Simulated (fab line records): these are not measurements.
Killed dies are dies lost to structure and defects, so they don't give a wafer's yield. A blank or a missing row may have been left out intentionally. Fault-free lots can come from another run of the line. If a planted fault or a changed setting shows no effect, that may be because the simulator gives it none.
fab line records	flow n5-finfet
[record] lots = 24	wafers = 72	last-day = 18
route steps=1938 shown BEOL_M9@1419 BEOL_M10@1474
lots untouched by any fault: they come from a run of this same line in which no faults occurred
start-h: hours from the record's first day to the start of the lot's first wafer shown	wait-h: hours elapsed since this lot's preceding step	" as in the row above	L1.1+2: one row covering several wafers at once	- no value present, or no start provided	* or withheld: withheld	< > ~ a bound
route shown NAME@n: NAME is a module with steps in the file, n the number in the route of the first one	usual: average and standard deviation across the fault-free wafers	same: alike in all rows	chamber/n: place in a boat	sites: the reading at each site	_std_site: their standard deviation	_edge_site: the outer-site mean with the inner-site mean subtracted	radius-mm: for every site, how far away it sits from the centre of the wafer	mask NAME#n: copy n	behind: the last tool/chamber to shape the wafer	hold: cause of the lot's hold/its duration in hours/its outcome	device: names the non-switching transistor (n, p or np)	end of line: tests of these same wafers at the route's end	a step without rows: its recipe alone	killed: the dies lost at the first sort to structure and to defects; this is not the yield of the wafer	map: dies across one wafer; x = killed, . = not, _ = none there
set.NAME: the run value of the setting; set.NAME@STEP: its run value at that earlier step	model.NAME: the simulator's own value behind a step, which no gauge read
one table for each step of the route and one row for each wafer, over a sample of lots
services: a tool's chamber out of use, with start hour (start-h, from the record's first day; less than 0 if before it), hours out, and reason
[[steps]]
[step N5_BEOL_M9_ETCH_62]
[recipe] chemistry = N2/H2	target = SOC	target-depth-a = 1100	overetch-a = 220	mask-material = SiARC	temp-c = 40	time-s = 165	ion-energy-ev = 200	pressure-mtorr = 30	source-w = 840	bias-w = 150	n2-flow-sccm = 200	h2-flow-sccm = 200
[usual] drypump-motor-current-A = 5.8/0.34	oes-product-au = 0.66/0.067	rf-vpp-V = 523.6/2.7	showerhead-plenum-p-Torr = 2.54/0.095	throttle-valve-pct = 17.84/0.19
lot.wafer	tool	chamber	start-h	wait-h	drypump-motor-current-A	oes-product-au	rf-hours-counter-h	rf-vpp-V	showerhead-plenum-p-Torr	throttle-valve-pct
L074.2	rie-diel-04	2	199.45	0.0	5.8	0.62	169	523.5	2.53	17.71
L074.4	"	0	"	"	5.5	0.59	224	517.6	2.41	18.13
L074.6	"	2	"	"	5.8	0.62	-	523.0	2.53	17.70
L075.1	rie-diel-04	2	229.01	0.0	5.8	0.61	177	523.0	2.52	17.73
L075.4	"	3	"	"	6.3	0.71	-	526.8	2.69	17.89
L075.6	"	0	"	"	5.5	0.59	-	520.0	2.41	18.15
L076.3	rie-diel-04	0	238.78	0.0	5.5	0.59	234	520.6	2.41	18.16
L076.5	"	0	"	"	5.5	0.59	-	520.5	2.41	18.15
L076.6	"	3	"	"	6.3	0.71	-	527.7	2.69	17.91
L077.2	rie-diel-04	0	239.03	0.0	5.5	0.59	234	518.9	2.41	18.17
L077.4	"	3	"	"	6.3	0.71	-	528.5	2.69	17.89
L077.5	"	2	"	"	5.8	0.62	-	524.2	2.52	17.74
L078.1	rie-diel-04	2	245.04	0.0	5.8	0.61	184	523.7	2.52	17.73
L078.3	"	0	"	"	5.5	0.59	236	520.6	2.40	18.17
L078.4	"	0	"	"	5.5	0.59	-	519.5	2.40	18.17
L079.1	rie-diel-03	3	261.06	0.0	5.5	0.59	208	527.2	2.63	17.86
L079.3	"	0	"	"	5.9	0.70	75	522.8	2.46	17.66
L079.4	"	1	"	"	5.7	0.64	165	523.6	2.53	17.65
L080.2	rie-diel-03	3	261.31	0.0	5.5	0.59	208	527.4	2.63	17.87
L080.3	"	2	"	"	6.1	0.63	189	519.9	2.44	18.00
L080.6	"	3	"	"	5.5	0.60	-	524.9	2.63	17.88
L082.4	rie-diel-03	1	264.62	0.0	5.7	0.64	166	523.0	2.53	17.64
L082.5	"	0	"	"	5.9	0.71	-	520.8	2.46	17.63
L082.6	"	1	"	"	5.7	0.65	-	525.1	2.53	17.63
L085.2	rie-diel-03	0	269.66	0.0	6.0	0.70	78	520.9	2.46	17.65
L085.3	"	1	"	"	5.7	0.64	168	522.8	2.53	17.65
L085.5	"	1	"	"	5.7	0.64	-	523.9	2.53	17.63
L081.3	rie-diel-03	2	271.42	0.0	6.0	0.62	193	520.4	2.44	18.01
L081.5	"	1	"	"	5.7	0.64	-	524.1	2.53	17.65
L081.6	"	0	"	"	5.9	0.70	-	522.1	2.46	17.63
L083.4	rie-diel-02	3	280.38	0.0	4.9	0.60	234	518.4	2.40	18.18
L083.5	"	3	"	"	4.9	0.61	-	520.3	2.40	18.17
L083.6	"	2	"	"	5.8	0.62	-	524.1	2.54	18.18
L084.3	rie-diel-02	3	283.94	0.0	4.9	0.60	236	520.8	2.40	18.19
L084.4	"	1	"	"	6.4	0.79	16	523.3	2.49	17.43
L084.5	"	0	"	"	5.7	0.77	-	525.7	2.61	17.76
L087.1	rie-diel-03	2	292.40	0.0	6.0	0.63	198	520.5	2.43	18.02
L087.3	"	0	"	"	5.9	0.69	84	522.1	2.46	17.66
L087.6	"	2	"	"	6.0	0.63	-	520.6	2.43	18.03
L088.2	rie-diel-03	2	292.65	0.0	6.0	0.63	198	521.9	2.43	18.03
L088.4	"	1	"	"	5.7	0.63	174	523.5	2.53	17.65
L088.5	"	2	"	"	6.0	0.63	-	521.6	2.43	18.01
L086.1	rie-diel-04	1	293.13	0.0	5.2	0.79	11	526.0	2.61	17.66
L086.3	"	3	"	"	6.3	0.70	83	527.7	2.68	17.93
L086.5	"	2	"	"	5.8	0.60	-	522.7	2.51	17.77
L089.4	rie-diel-02	3	304.88	0.1	4.9	0.60	-	520.6	2.40	18.17
L089.5	"	1	"	"	6.3	0.76	-	522.8	2.48	17.46
L089.6	"	2	"	"	5.9	0.63	-	521.8	2.53	18.19
L090.1	rie-diel-03	3	319.58	0.0	5.5	0.58	225	526.7	2.63	17.91
L090.3	"	1	"	"	5.7	0.63	183	523.7	2.52	17.66
L090.5	"	1	"	"	5.7	0.63	-	523.7	2.52	17.66
L093.2	rie-diel-03	1	324.46	0.0	5.7	0.63	184	522.9	2.52	17.68
L093.3	"	3	"	"	5.6	0.58	227	523.2	2.63	17.91
L093.5	"	0	"	"	5.9	0.68	-	521.7	2.45	17.68
L091.3	rie-diel-04	1	324.46	0.0	5.2	0.76	22	525.5	2.60	17.67
L091.5	"	2	"	"	5.8	0.60	-	524.0	2.51	17.79
L091.6	"	3	"	"	6.3	0.69	-	528.5	2.68	17.95
L092.2	rie-diel-03	2	336.28	0.0	6.1	0.61	212	520.2	2.43	18.05
L092.3	"	1	"	"	5.7	0.63	189	523.2	2.52	17.68
L092.6	"	0	"	"	5.9	0.69	-	522.4	2.45	17.66
L094.1	rie-diel-04	1	341.57	0.0	5.2	0.76	26	525.4	2.60	17.67
L094.5	"	1	"	"	5.2	0.77	-	526.3	2.60	17.69
L094.6	"	0	"	"	5.5	0.83	-	528.6	2.72	17.72
L095.1	rie-diel-04	2	364.89	0.0	5.8	0.59	221	522.8	2.50	17.81
L095.4	"	0	"	"	5.5	0.81	11	527.4	2.71	17.75
L095.5	"	2	"	"	5.8	0.59	-	524.2	2.50	17.80
L097.2	rie-diel-04	1	368.36	0.0	5.2	0.75	31	526.1	2.60	17.69
L097.3	"	0	"	"	5.5	0.80	12	527.8	2.71	17.74
L097.5	"	0	"	"	5.5	0.80	-	529.0	2.71	17.75
L096.1	rie-diel-03	1	368.37	0.0	5.7	0.62	198	522.6	2.52	17.69
L096.2	"	0	"	"	5.9	0.67	104	522.1	2.45	17.69
L096.5	"	0	"	"	5.9	0.67	-	520.9	2.45	17.68
[step N5_BEOL_M9_TRENCH_ETCH_37]
[recipe] chemistry = C4F6/O2	target-depth-a = 1514.3	target = SiCOH_lowk	time-s = 49	ion-energy-ev = 250	pressure-mtorr = 30	source-w = 345	bias-w = 185	Ar_flow_sccm = 300	C4F6_flow_sccm = 10	O2_flow_sccm = 10
[usual] drypump-motor-current-A = 5.7/0.43	oes-product-au = 0.80/0.096	rf-vpp-V = 666/11	showerhead-plenum-p-Torr = 2.85/0.098	throttle-valve-pct = 20.98/0.2
lot.wafer	tool	chamber	start-h	wait-h	drypump-motor-current-A	oes-product-au	rf-hours-counter-h	rf-vpp-V	showerhead-plenum-p-Torr	throttle-valve-pct
L074.2	rie-diel-04	3	-	-	6.3	0.84	55	656	3.02	21.02
L074.4	"	1	"	"	5.2	0.66	243	676	2.94	21.21
L074.6	"	3	"	"	6.3	0.84	-	657	3.02	21.03
L075.1	rie-diel-02	1	-	-	6.3	0.98	3	657	2.83	20.78
L075.4	"	2	"	"	5.9	0.76	157	669	2.86	21.28
L075.6	"	2	"	"	5.8	0.76	-	668	2.86	21.28
L076.3	rie-diel-03	3	-	-	5.5	0.69	201	654	2.94	20.93
L076.5	"	0	"	"	5.9	0.83	-	690	2.77	20.76
L076.6	"	3	"	"	5.5	0.70	-	654	2.94	20.93
L077.2	rie-diel-02	0	-	-	5.7	0.92	15	669	2.90	20.66
L077.4	"	3	"	"	4.9	0.73	222	664	2.69	21.23
L077.5	"	3	"	"	4.9	0.73	-	664	2.69	21.21
L078.1	rie-diel-04	3	-	-	6.3	0.83	69	656	3.01	21.05
L078.3	"	0	"	"	5.5	0.69	237	654	2.71	21.23
L078.4	"	0	"	"	5.5	0.69	-	655	2.71	21.23
L080.2	rie-diel-02	2	-	-	5.9	0.74	167	671	2.86	21.29
L080.3	"	1	"	"	6.4	0.93	11	658	2.82	20.78
L080.6	"	0	"	"	5.7	0.91	-	668	2.90	20.70
L079.1	rie-diel-03	0	-	-	5.9	0.82	77	690	2.77	20.76
L079.3	"	1	"	"	5.7	0.76	166	681	2.86	20.84
L079.4	"	3	"	"	5.5	0.69	209	655	2.93	20.95
L082.4	rie-diel-04	0	-	-	5.5	0.68	242	655	2.71	21.24
L082.5	"	1	"	"	5.2	0.97	-	677	2.94	20.80
L082.6	"	0	"	"	5.5	0.68	-	655	2.71	21.21
L085.2	rie-diel-02	1	-	-	6.3	0.93	13	658	2.82	20.80
L085.3	"	2	"	"	5.9	0.75	169	669	2.86	21.30
L085.5	"	3	"	"	4.9	0.72	-	664	2.68	21.24
L081.3	rie-diel-03	3	-	-	5.5	0.69	212	655	2.93	20.95
L081.5	"	2	"	"	6.0	0.75	-	665	2.71	20.98
L081.6	"	1	"	"	5.7	0.76	-	683	2.85	20.85
L083.4	rie-diel-03	0	-	-	5.9	0.82	82	691	2.77	20.77
L083.5	"	3	"	"	5.5	0.68	-	654	2.93	20.95
L083.6	"	2	"	"	6.0	0.74	-	665	2.71	20.99
L084.3	rie-diel-04	3	-	-	6.3	0.80	80	656	3.01	21.06
L084.4	"	1	"	"	5.2	0.94	-	676	2.93	20.81
L084.5	"	2	"	"	5.8	0.71	-	651	2.84	21.02
L087.1	rie-diel-02	1	-	-	6.3	0.93	19	657	2.82	20.79
L087.3	"	2	"	"	5.9	0.74	175	668	2.86	21.31
L087.6	"	0	"	"	5.7	0.90	-	669	2.89	20.70
L088.2	rie-diel-03	1	-	-	5.7	0.76	175	681	2.85	20.87
L088.4	"	2	"	"	6.0	0.74	199	666	2.71	21.00
L088.5	"	3	"	"	5.5	0.69	-	653	2.93	20.93
L086.1	rie-diel-04	2	-	-	5.8	0.71	199	651	2.83	21.02
L086.3	"	1	"	"	5.2	0.93	12	676	2.93	20.80
L086.5	"	2	"	"	5.8	0.70	-	651	2.83	21.03
L089.4	rie-diel-02	1	-	-	6.4	0.91	-	658	2.82	20.82
L089.5	"	3	"	"	4.9	0.71	-	662	2.68	21.25
L089.6	"	2	"	"	5.9	0.74	-	669	2.85	21.32
L090.1	rie-diel-02	3	-	-	4.9	0.71	249	664	2.68	21.26
L090.3	"	0	"	"	5.7	0.88	38	668	2.89	20.71
L090.5	"	3	"	"	4.9	0.70	-	662	2.68	21.26
L091.3	rie-diel-02	0	-	-	5.7	0.88	40	669	2.89	20.70
L091.5	"	0	"	"	5.7	0.88	-	669	2.89	20.69
L091.6	"	1	"	"	6.3	0.89	-	657	2.81	20.83
L093.2	rie-diel-04	1	-	-	5.2	0.89	23	675	2.93	20.82
L093.3	"	2	"	"	5.8	0.70	211	650	2.83	21.04
L093.5	"	3	"	"	6.3	0.79	-	655	3.00	21.07
L092.2	rie-diel-02	1	-	-	6.4	0.87	37	657	2.81	20.83
L092.3	"	3	"	"	4.9	1.00	0	674	3.01	20.86
L092.6	"	3	"	"	4.9	1.01	-	674	3.01	20.84
L094.1	rie-diel-02	0	-	-	5.7	0.87	44	669	2.89	20.70
L094.5	"	2	"	"	5.8	0.72	-	668	2.85	21.33
L094.6	"	3	"	"	4.9	1.00	-	674	3.01	20.87
L095.1	rie-diel-04	3	-	-	6.3	0.79	105	655	2.99	21.09
L095.4	"	0	"	"	5.5	0.96	11	665	3.04	20.88
L095.5	"	3	"	"	6.3	0.78	-	654	2.99	21.08
L096.1	rie-diel-03	1	-	-	5.7	0.74	199	682	2.84	20.89
L096.2	"	2	"	"	6.0	0.72	223	665	2.70	21.04
L096.5	"	1	"	"	5.7	0.73	-	682	2.84	20.89
L097.2	rie-diel-02	0	-	-	5.7	0.86	54	669	2.88	20.73
L097.3	"	1	"	"	6.4	0.87	47	656	2.81	20.84
L097.5	"	0	"	"	5.7	0.86	-	669	2.88	20.73
[step N5_BEOL_M9_THK_MEAS_53]
[recipe] thk-meas-gauge = xrf	reads = Cu_of_BEOL_M9_ECD_50
[usual] M9_THK = 138.9/2.5
lot.wafer	tool	chamber	start-h	wait-h	M9_THK[nm]
L074.2	film-metro-01	-	205.70	-	136.4
L074.4	"	-	"	"	135.6
L074.6	"	-	"	"	137.8
L075.1	film-metro-01	-	234.03	-	142.6
L075.4	"	-	"	"	140.4
L075.6	"	-	"	"	140.6
L076.3	film-metro-02	-	243.79	-	137.0
L076.5	"	-	"	"	139.4
L076.6	"	-	"	"	137.6
L077.2	film-metro-01	-	244.05	-	135.9
L077.4	"	-	"	"	144.1
L077.5	"	-	"	"	143.3
L078.1	film-metro-02	-	250.51	-	136.4
L078.3	"	-	"	"	135.2
L078.4	"	-	"	"	133.9
L080.2	film-metro-01	-	269.29	-	140.8
L080.3	"	-	"	"	142.9
L080.6	"	-	"	"	138.8
L079.1	film-metro-02	-	269.84	-	140.7
L079.3	"	-	"	"	142.5
L079.4	"	-	"	"	138.0
L082.4	film-metro-01	-	270.21	-	137.6
L082.5	"	-	"	"	139.4
L082.6	"	-	"	"	136.6
L085.2	film-metro-02	-	275.77	-	139.2
L085.3	"	-	"	"	140.9
L085.5	"	-	"	"	142.4
L081.3	film-metro-02	-	276.80	-	138.8
L081.5	"	-	"	"	138.4
L081.6	"	-	"	"	141.4
L083.4	film-metro-02	-	286.40	-	138.2
L083.5	"	-	"	"	137.5
L083.6	"	-	"	"	138.3
L084.3	film-metro-01	-	288.05	-	133.9
L084.4	"	-	"	"	140.1
L084.5	"	-	"	"	139.2
L087.1	film-metro-01	-	296.67	-	140.2
L087.3	"	-	"	"	137.8
L087.6	"	-	"	"	136.7
L088.2	film-metro-01	-	297.14	-	141.7
L088.4	"	-	"	"	138.1
L088.5	"	-	"	"	136.6
L086.1	film-metro-02	-	297.25	-	136.7
L086.3	"	-	"	"	137.8
L086.5	"	-	"	"	137.6
L089.4	film-metro-01	-	309.26	-	139.9
L089.5	"	-	"	"	141.3
L089.6	"	-	"	"	139.2
L090.1	film-metro-02	-	325.45	-	138.9
L090.3	"	-	"	"	137.8
L090.5	"	-	"	"	138.6
L091.3	film-metro-02	-	330.53	-	137.2
L091.5	"	-	"	"	139.0
L091.6	"	-	"	"	141.5
L093.2	film-metro-01	-	331.74	-	135.7
L093.3	"	-	"	"	134.9
L093.5	"	-	"	"	133.8
L092.2	film-metro-01	-	344.12	-	137.6
L092.3	"	-	"	"	139.0
L092.6	"	-	"	"	139.8
L094.1	film-metro-01	-	346.59	-	139.6
L094.5	"	-	"	"	138.5
L094.6	"	-	"	"	144.9
L095.1	film-metro-01	-	369.39	-	137.6
L095.4	"	-	"	"	143.9
L095.5	"	-	"	"	137.6
L096.1	film-metro-01	-	375.93	-	141.7
L096.2	"	-	"	"	139.2
L096.5	"	-	"	"	142.4
L097.2	film-metro-02	-	377.72	-	137.0
L097.3	"	-	"	"	137.0
L097.5	"	-	"	"	138.0
[step N5_BEOL_M9_INSPECT_58]
[recipe] inspect-instrument = darkfield	mode = post-dep
[usual] raw-defect-count = 71/24
lot.wafer	tool	chamber	start-h	wait-h	raw-defect-count
L074.2	defect-inspect-02	-	205.87	0.0	59
L074.4	"	-	"	"	70
L074.6	"	-	"	"	55
L075.1	defect-inspect-01	-	234.19	0.0	62
L075.4	"	-	"	"	53
L075.6	"	-	"	"	86
L076.3	defect-inspect-02	-	243.95	0.0	96
L076.5	"	-	"	"	60
L076.6	"	-	"	"	79
L077.2	defect-inspect-02	-	244.21	0.0	93
L077.4	"	-	"	"	124
L077.5	"	-	"	"	74
L078.1	defect-inspect-01	-	250.68	0.0	42
L078.3	"	-	"	"	63
L078.4	"	-	"	"	49
L080.2	defect-inspect-01	-	269.45	0.0	113
L080.3	"	-	"	"	72
L080.6	"	-	"	"	59
L079.1	defect-inspect-01	-	270.00	0.0	89
L079.3	"	-	"	"	106
L079.4	"	-	"	"	73
L082.4	defect-inspect-02	-	270.40	0.0	63
L082.5	"	-	"	"	111
L082.6	"	-	"	"	103
L085.2	defect-inspect-02	-	275.94	0.0	61
L085.3	"	-	"	"	70
L085.5	"	-	"	"	40
L081.3	defect-inspect-01	-	276.98	0.0	76
L081.5	"	-	"	"	85
L081.6	"	-	"	"	104
L083.4	defect-inspect-02	-	286.56	0.0	82
L083.5	"	-	"	"	59
L083.6	"	-	"	"	77
L084.3	defect-inspect-01	-	288.21	0.0	58
L084.4	"	-	"	"	60
L084.5	"	-	"	"	68
L087.1	defect-inspect-01	-	296.83	0.0	49
L087.3	"	-	"	"	50
L087.6	"	-	"	"	48
L088.2	defect-inspect-02	-	297.30	0.0	60
L088.4	"	-	"	"	30
L088.5	"	-	"	"	73
L086.1	defect-inspect-01	-	297.41	0.0	35
L086.3	"	-	"	"	41
L086.5	"	-	"	"	75
L089.4	defect-inspect-02	-	309.42	0.0	94
L089.5	"	-	"	"	58
L089.6	"	-	"	"	99
L090.1	defect-inspect-01	-	325.61	0.0	102
L090.3	"	-	"	"	76
L090.5	"	-	"	"	94
L091.3	defect-inspect-02	-	330.69	0.0	129
L091.5	"	-	"	"	49
L091.6	"	-	"	"	110
L093.2	defect-inspect-01	-	331.90	0.0	79
L093.3	"	-	"	"	83
L093.5	"	-	"	"	66
L092.2	defect-inspect-02	-	344.31	0.0	61
L092.3	"	-	"	"	101
L092.6	"	-	"	"	40
L094.1	defect-inspect-01	-	346.75	0.0	41
L094.5	"	-	"	"	36
L094.6	"	-	"	"	30
L095.1	defect-inspect-02	-	369.55	0.0	101
L095.4	"	-	"	"	53
L095.5	"	-	"	"	49
L096.1	defect-inspect-02	-	376.09	0.0	98
L096.2	"	-	"	"	83
L096.5	"	-	"	"	33
L097.2	defect-inspect-02	-	377.88	0.0	96
L097.3	"	-	"	"	103
L097.5	"	-	"	"	67
[step N5_BEOL_M10_HM_DEP_02]
[recipe] material = TiN	target-thk-a = 200	temp-c = 25	chamber-pressure-pa = 0.49996
[usual] throttle-valve-pct = 30.3/1
lot.wafer	tool	chamber	start-h	wait-h	throttle-valve-pct
L074.2	pvd-sputter-03	-	207.82	1.3	30.2
L074.4	"	-	"	"	30.4
L074.6	"	-	"	"	30.3
L075.1	pvd-sputter-02	-	238.09	3.1	31.1
L075.4	"	-	"	"	28.5
L075.6	"	-	"	"	28.0
L076.3	pvd-sputter-03	-	245.86	1.2	29.6
L076.5	"	-	"	"	29.7
L076.6	"	-	"	"	30.8
L077.2	pvd-sputter-01	-	246.05	1.2	32.1
L077.4	"	-	"	"	29.8
L077.5	"	-	"	"	31.9
L078.1	pvd-sputter-03	-	252.29	0.4	30.9
L078.3	"	-	"	"	30.0
L078.4	"	-	"	"	30.3
L080.2	pvd-sputter-01	-	271.02	0.9	29.9
L080.3	"	-	"	"	29.9
L080.6	"	-	"	"	29.5
L079.1	pvd-sputter-01	-	271.26	0.5	29.8
L079.3	"	-	"	"	32.0
L079.4	"	-	"	"	29.7
L082.4	pvd-sputter-01	-	272.30	1.1	30.8
L082.5	"	-	"	"	30.9
L082.6	"	-	"	"	32.2
L085.2	pvd-sputter-01	-	278.10	1.5	31.0
L085.3	"	-	"	"	29.8
L085.5	"	-	"	"	31.8
L081.3	pvd-sputter-02	-	279.09	1.4	31.1
L081.5	"	-	"	"	30.6
L081.6	"	-	"	"	31.1
L083.4	pvd-sputter-01	-	287.30	0.0	30.0
L083.5	"	-	"	"	30.0
L083.6	"	-	"	"	32.3
L084.3	pvd-sputter-02	-	292.12	2.6	28.9
L084.4	"	-	"	"	30.6
L084.5	"	-	"	"	30.4
L087.1	pvd-sputter-02	-	298.00	0.5	30.7
L087.3	"	-	"	"	28.0
L087.6	"	-	"	"	30.3
L088.2	pvd-sputter-03	-	299.86	1.9	30.2
L088.4	"	-	"	"	29.5
L088.5	"	-	"	"	30.2
L086.1	pvd-sputter-03	-	300.04	1.7	30.1
L086.3	"	-	"	"	30.7
L086.5	"	-	"	"	29.8
L089.4	pvd-sputter-03	-	311.94	1.8	31.0
L089.5	"	-	"	"	29.8
L089.6	"	-	"	"	30.1
L090.1	pvd-sputter-03	-	328.84	2.1	30.6
L090.3	"	-	"	"	30.0
L090.5	"	-	"	"	31.0
L091.3	pvd-sputter-02	-	335.22	3.8	28.6
L091.5	"	-	"	"	30.9
L091.6	"	-	"	"	28.9
L093.2	pvd-sputter-02	-	335.68	1.1	31.0
L093.3	"	-	"	"	30.7
L093.5	"	-	"	"	30.8
L092.2	pvd-sputter-01	-	347.70	2.5	32.3
L092.3	"	-	"	"	30.9
L092.6	"	-	"	"	29.7
L094.1	pvd-sputter-01	-	348.11	0.2	29.7
L094.5	"	-	"	"	29.9
L094.6	"	-	"	"	32.1
L095.1	pvd-sputter-02	-	370.97	0.7	30.4
L095.4	"	-	"	"	28.2
L095.5	"	-	"	"	30.6
L096.1	pvd-sputter-01	-	379.37	2.1	31.9
L096.2	"	-	"	"	29.7
L096.5	"	-	"	"	29.9
L097.2	pvd-sputter-01	-	379.67	1.1	31.1
L097.3	"	-	"	"	30.1
L097.5	"	-	"	"	30.8
[step N5_BEOL_M10_INSPECT_13]
[recipe] mode = adi	inspect-instrument = brightfield
[usual] raw-defect-count = 391/86
lot.wafer	tool	chamber	start-h	wait-h	raw-defect-count
L074.2	defect-inspect-02	-	208.46	0.0	417
L074.4	"	-	"	"	506
L074.6	"	-	"	"	340
L075.1	defect-inspect-01	-	238.66	0.0	322
L075.4	"	-	"	"	562
L075.6	"	-	"	"	455
L076.3	defect-inspect-01	-	246.41	0.0	425
L076.5	"	-	"	"	484
L076.6	"	-	"	"	520
L077.2	defect-inspect-01	-	246.60	0.0	373
L077.4	"	-	"	"	372
L077.5	"	-	"	"	352
L078.1	defect-inspect-02	-	252.86	0.0	327
L078.3	"	-	"	"	536
L078.4	"	-	"	"	364
L080.2	defect-inspect-01	-	271.45	0.0	447
L080.3	"	-	"	"	448
L080.6	"	-	"	"	390
L079.1	defect-inspect-02	-	271.69	0.0	383
L079.3	"	-	"	"	416
L079.4	"	-	"	"	402
L082.4	defect-inspect-01	-	272.73	0.0	329
L082.5	"	-	"	"	365
L082.6	"	-	"	"	320
L085.2	defect-inspect-01	-	278.65	0.0	398
L085.3	"	-	"	"	482
L085.5	"	-	"	"	372
L081.3	defect-inspect-02	-	279.64	0.0	467
L081.5	"	-	"	"	378
L081.6	"	-	"	"	508
L083.4	defect-inspect-01	-	287.72	0.0	448
L083.5	"	-	"	"	461
L083.6	"	-	"	"	292
L084.3	defect-inspect-01	-	292.55	0.0	291
L084.4	"	-	"	"	329
L084.5	"	-	"	"	371
L087.1	defect-inspect-01	-	298.55	0.0	442
L087.3	"	-	"	"	353
L087.6	"	-	"	"	397
L088.2	defect-inspect-01	-	300.29	0.0	418
L088.4	"	-	"	"	378
L088.5	"	-	"	"	450
L086.1	defect-inspect-01	-	300.49	0.0	359
L086.3	"	-	"	"	498
L086.5	"	-	"	"	414
L089.4	defect-inspect-01	-	312.37	0.0	468
L089.5	"	-	"	"	313
L089.6	"	-	"	"	473
L090.1	defect-inspect-01	-	329.39	0.0	398
L090.3	"	-	"	"	311
L090.5	"	-	"	"	299
L091.3	defect-inspect-02	-	335.77	0.0	560
L091.5	"	-	"	"	278
L091.6	"	-	"	"	424
L093.2	defect-inspect-01	-	336.10	0.0	501
L093.3	"	-	"	"	493
L093.5	"	-	"	"	562
L092.2	defect-inspect-02	-	348.26	0.0	388
L092.3	"	-	"	"	490
L092.6	"	-	"	"	371
L094.1	defect-inspect-02	-	348.54	0.0	231
L094.5	"	-	"	"	314
L094.6	"	-	"	"	345
L095.1	defect-inspect-01	-	371.52	0.0	321
L095.4	"	-	"	"	283
L095.5	"	-	"	"	367
L096.1	defect-inspect-02	-	380.01	0.0	491
L096.2	"	-	"	"	446
L096.5	"	-	"	"	387
L097.2	defect-inspect-01	-	380.33	0.0	288
L097.3	"	-	"	"	314
L097.5	"	-	"	"	205
[[services]]
tool	chamber	start-h	hours	kind
rie-diel-04	0	176.83	7.2	repair
rie-diel-02	1	194.32	-	clean
rie-diel-04	0	204.06	8.8	repair
rie-diel-04	1	225.88	-	clean
rie-diel-04	1	225.88	-	consumable-replace:focus-ring
rie-diel-04	1	225.88	31.8	scheduled-down
rie-diel-04	1	225.88	31.8	vent-cycle
rie-diel-02	1	257.11	6.0	repair
rie-diel-04	0	284.54	18.3	repair
rie-diel-02	3	293.80	6.4	repair
rie-diel-04	0	307.97	-	clean
rie-diel-04	0	307.97	-	consumable-replace:focus-ring
rie-diel-04	0	307.97	-	consumable-replace:showerhead
rie-diel-04	0	307.97	12.6	scheduled-down
rie-diel-04	0	307.97	12.6	vent-cycle
pvd-sputter-02	-	310.46	4.5	repair
rie-diel-03	0	318.87	4.7	repair
pvd-sputter-02	-	324.98	1.7	repair
rie-diel-03	0	325.59	3.4	repair
pvd-sputter-03	-	330.58	2.5	repair
pvd-sputter-03	-	333.25	7.2	repair
pvd-sputter-02	-	343.85	3.3	repair
rie-diel-04	1	350.14	7.9	repair
rie-diel-04	0	378.54	9.7	repair
[[key]]
fault none
